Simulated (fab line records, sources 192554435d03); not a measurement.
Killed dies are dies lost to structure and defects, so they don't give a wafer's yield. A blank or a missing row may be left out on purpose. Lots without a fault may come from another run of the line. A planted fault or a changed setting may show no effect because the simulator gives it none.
A struck lot beside a sound one | flow n5_finfet | 25 steps out of a route of 1938
Sound: wafers L756.1, L756.4, L756.6. Struck: wafers L752.1, L752.3, L752.5. The cause comes at the end.
At each step with rows: each side's tool, then ch and its chambers, then its first start. Under that, the readings that differ: sound wafers | struck wafers | difference of the means | sigmas: that difference in standard deviations of wafers without a fault.
alike: readings whose means differ by less than 2 such deviations, and words and numbers that are the same on both sides. not compared: withheld readings, readings that some wafer has no value for, bounds like >300 that may hide the same value, and numbers for which the record gives no deviation and whose values overlap.
The two part at a step that has a row with sigmas, a row that says differs or no value, or rows on one side only. Numbers that don't overlap but have no deviation are shown without sigmas and don't part them. A reading that every wafer of one side lacks parts them only if that side has two wafers or more.

first, 9 steps without rows for these wafers: N5_MOL_CONTACT_COAG_EBR_80; N5_MOL_CONTACT_COAG_SOFTBAKE_79 (time 60 s); N5_MOL_CONTACT_COAG_EXPOSE_81 (exposes mask VG, defocus 0 nm); N5_MOL_CONTACT_COAG_PEB_82 (peb time 60 s); N5_MOL_CONTACT_COAG_DEVELOP_83 (develop time 30 s); N5_MOL_CONTACT_COAG_DESCUM_88 (chemistry O2, time 7 s); N5_MOL_CONTACT_COAG_ETCH_89 (etches underlayer in N2/H2, target depth 13 nm, time 10.4 s); N5_MOL_CONTACT_COAG_ETCH_90 (etches SiARC in CF4, target depth 13 nm, time 21.7 s); N5_MOL_CONTACT_COAG_ALD_131 (deposits SiO2, target thk 5 nm, pulse time 1 s, co reactant pulse time 1 s).
N5_MOL_CONTACT_COAG_ETCHBACK_132: etches SiO2 in CHF3, target depth 10 nm, time 6.7 s.
  sound on rie_diel-02 ch 1,2, day 9 03:40; struck on rie_diel-04 ch 0,3, day 8 07:31
  no value came back on the struck wafers for any of 7 readings (CHF3_flow_sccm (sccm), bias_w (W) and others); on the sound wafers CHF3_flow_sccm (sccm) reads 49.96 49.94 49.82
  reading                                               | sound          | struck       | difference | sigmas
  model.CAR-EUV_of_MOL_CONTACT_COAG_COAT_78.thk_nm (nm) | 15.8 15.6 15.4 | 16.6 17 17.2 | +1.3       |
  not compared: rf_hours_counter_h
N5_MOL_CONTACT_COAG_ETCH_91: etches SOC in N2/H2, target depth 60 nm, overetch 21 nm, time 101.2 s.
  sound on rie_diel-02 ch 1,2, day 9 03:42; struck on rie_diel-04 ch 0,3, day 8 07:33
  reading               | sound          | struck         | difference | sigmas
  oes_product_au (a.u.) | 0.77 0.77 0.57 | 0.36 0.33 0.36 | -0.35      | -4
  alike: drypump_motor_current_A, rf_vpp_V, showerhead_plenum_p_Torr, throttle_valve_pct
  not compared: rf_hours_counter_h
then, 6 steps without rows for these wafers: N5_MOL_CONTACT_COAG_STRIP_92 (strips in N2/H2); N5_MOL_CONTACT_COAG_STRIP_93 (strips in N2/H2); N5_MOL_CONTACT_COAG_ETCHBACK_135 (etches SiO2 in CHF3, target depth 25 nm, time 16.7 s); N5_MOL_CONTACT_COAG_STRIP_118 (strips in CHF3); N5_MOL_CONTACT_COAG_VIA_ETCH_46 (etches SiO2 in C4F6/O2, target depth 46 nm, overetch 9.2 nm, time 40 s); N5_MOL_CONTACT_COAG_STRIP_96 (strips in N2/H2).
N5_MOL_CONTACT_COAG_ETCH_47: etches SiNx in CH3F/O2, stops on W, target depth 27 nm.
  sound on rie_diel-02 ch 1,2, day 9 03:56; struck on rie_diel-04 ch 0,3, day 8 07:47
  reading                    | sound            | struck         | difference | sigmas
  etch_rf_on_time_s (s)      | 31.5 31.7 31.7   | 50.8 50.8 50.8 | +19.2      | +24
  oes_product_au (a.u.)      | 0.82 0.82 0.61   | 0.36 0.32 0.35 | -0.41      | -4
  model.etch.over_etch_s (s) | 5.253 5.29 5.276 | 0 0 0          | -5         |
  alike: drypump_motor_current_A, rf_vpp_V, showerhead_plenum_p_Torr, throttle_valve_pct
  not compared: rf_hours_counter_h
then, 3 steps without rows for these wafers: N5_MOL_CONTACT_COAG_STRIP_119 (strips in N2/H2, time 30 s); N5_MOL_CONTACT_COAG_PRECLEAN_144 (cleans in alkaline clean, time 60 s); N5_MOL_CONTACT_COAG_SRD_145 (time 30 s).
N5_MOL_CONTACT_COAG_CD_MEAS_137: target cd 16 nm.
  sound on cd_sem-02, day 9 04:10; struck on cd_sem-01, day 8 08:01
  reading    | sound          | struck | difference                    | sigmas
  cd_nm (nm) | 15.2 15.1 15.7 | - - -  | no value on the struck wafers |
then, 1 step without rows for these wafers: N5_MOL_CONTACT_COAG_COAT_62 (time 60 s, resist thk 60 nm).
N5_BEOL_M4_RC_MEAS_101:
  the record has rows for the sound wafers here (prober-01 ch 0, day 12 15:14) and none for the struck ones
-- the record jumps here: 7 days lie between the struck wafers' starts before and after (it left off in module BEOL_M4 and takes up again in module PASSIVATION, whose first step shown is number 1936 of the route) --
N5_PASSIVATION_PROBE_49:
  sound on prober-01, day 17 00:58; struck on prober-02, day 14 23:40
  reading            | sound       | struck         | difference | sigmas
  killed_at_contacts | 7 14 18     | 1104 1090 1081 | +1079      | +99 or more
  killed_dies        | 138 124 140 | 1180 1180 1180 | +1046      | +55
  killed_on_rim      | 12 19 22    | 152 152 152    | +134       | +32
  killed_short       | 43 46 46    | 32 31 26       | -15        | -2
  alike: killed_at_M0_to_M3, killed_at_M4_up, killed_at_front_end, killed_at_other, killed_open

WHERE THEY PART
First at N5_MOL_CONTACT_COAG_ETCHBACK_132; last, within this record, at N5_PASSIVATION_PROBE_49.

WHY: what the simulator had put in
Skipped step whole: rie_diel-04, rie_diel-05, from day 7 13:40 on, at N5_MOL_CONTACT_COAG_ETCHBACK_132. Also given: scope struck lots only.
